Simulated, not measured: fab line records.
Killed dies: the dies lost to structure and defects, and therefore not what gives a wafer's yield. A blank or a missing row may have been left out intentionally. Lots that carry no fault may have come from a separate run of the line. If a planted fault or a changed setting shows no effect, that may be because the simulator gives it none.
A lot that was struck, set against a sound lot || flow nandHarc || 15 out of 1302 route steps
Sound: the wafers L244.3, L244.4, L244.6. The struck wafers were L253.1, L253.3, L253.4. At the end, the cause is stated.
At each step with rows: each side's tool, then ch and its chambers, then its first start. Under that, the readings that differ: sound wafers || struck wafers || difference of the means || sigmas: that difference in standard deviations of wafers without a fault.
alike: a reading whose means differ by less than 2 such deviations, as well as words and numbers matching on both sides. not compared: withheld readings; readings where some wafer has no value; bounds like >300 that might hide an equal value; numbers whose values overlap and for which the record gives no deviation.
The two part at a step that has a row with sigmas, a row that says differs or no value, or rows on one side only. Non-overlapping numbers with no deviation appear without sigmas and do not part them. A reading that every wafer of one side lacks parts them only if that side has two wafers or more.

NHARC_A_STAIRCASE_ETCH_253: etches the open film in C4F8/O2, target depth 50 nm, time 20.2 s.
  sound on rieDiel-11 ch 1,2,3, day 16 08:20; struck on rieDiel-10 ch 0,2,3, day 20 15:49
  alike: oesProductAu, rfVppV
  not compared: rfHoursCounterH
NHARC_A_STAIRCASE_STRIP_254: strips in O2.
  sound on plasmaAsher-01 ch 0,1, day 16 08:32; struck on plasmaAsher-02 ch 0,1, day 20 16:06
  alike: drypumpMotorCurrentA, heaterPowerW
  not compared: rfHoursCounterH
then, 3 steps without rows for these wafers: NHARC_A_STAIRCASE_STRIP_255 (strips in SPM, time 900 s); NHARC_A_STAIRCASE_PRECLEAN_256 (cleans in SC1); NHARC_A_STAIRCASE_SRD_257.
NHARC_A_STAIRCASE_HM_DEP_456: deposits aC, target thk 3100 nm.
  sound on aclDep-03 ch 0, day 16 13:51; struck on aclDep-03 ch 0, day 20 16:55
  alike: throttleValvePct
NHARC_A_STAIRCASE_DEP_259: deposits SiON, target thk 30 nm.
  sound on pecvd-04 ch 0,1,2, day 16 15:07; struck on pecvd-02 ch 0,1, day 20 18:47
  alike: heaterPowerW
then, 5 steps without rows for these wafers: NHARC_A_STAIRCASE_DEHYDRATE_260 (time 120 s); NHARC_A_STAIRCASE_HMDS_261 (time 30 s); NHARC_A_STAIRCASE_COAT_262; NHARC_A_STAIRCASE_SOFTBAKE_263 (time 170 s); NHARC_A_STAIRCASE_EBR_264.
NHARC_A_STAIRCASE_EXPOSE_265: exposes mask CHOP 200.
  sound on krfScanner-02 ch 0, day 16 15:43; struck on krfScanner-04 ch 0, day 20 19:16
{"reading": "exposureDoseMJCm2", "sound": "24.998 24.985 25.002", "struck": "23.834 23.803 23.845", "difference": -1.168, "sigmas": -56}
  alike: mask
then, 2 steps without rows for these wafers: NHARC_A_STAIRCASE_PEB_266 (peb time 130 s); NHARC_END_SORT_01.

## WHERE THEY PART
Only at NHARC_A_STAIRCASE_EXPOSE_265, within this record.

WHY: the cause the simulator had injected
Process parameter drift: krfScanner-04, from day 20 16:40 on, at NHARC_A_STAIRCASE_EXPOSE_265. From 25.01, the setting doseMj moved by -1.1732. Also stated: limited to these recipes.
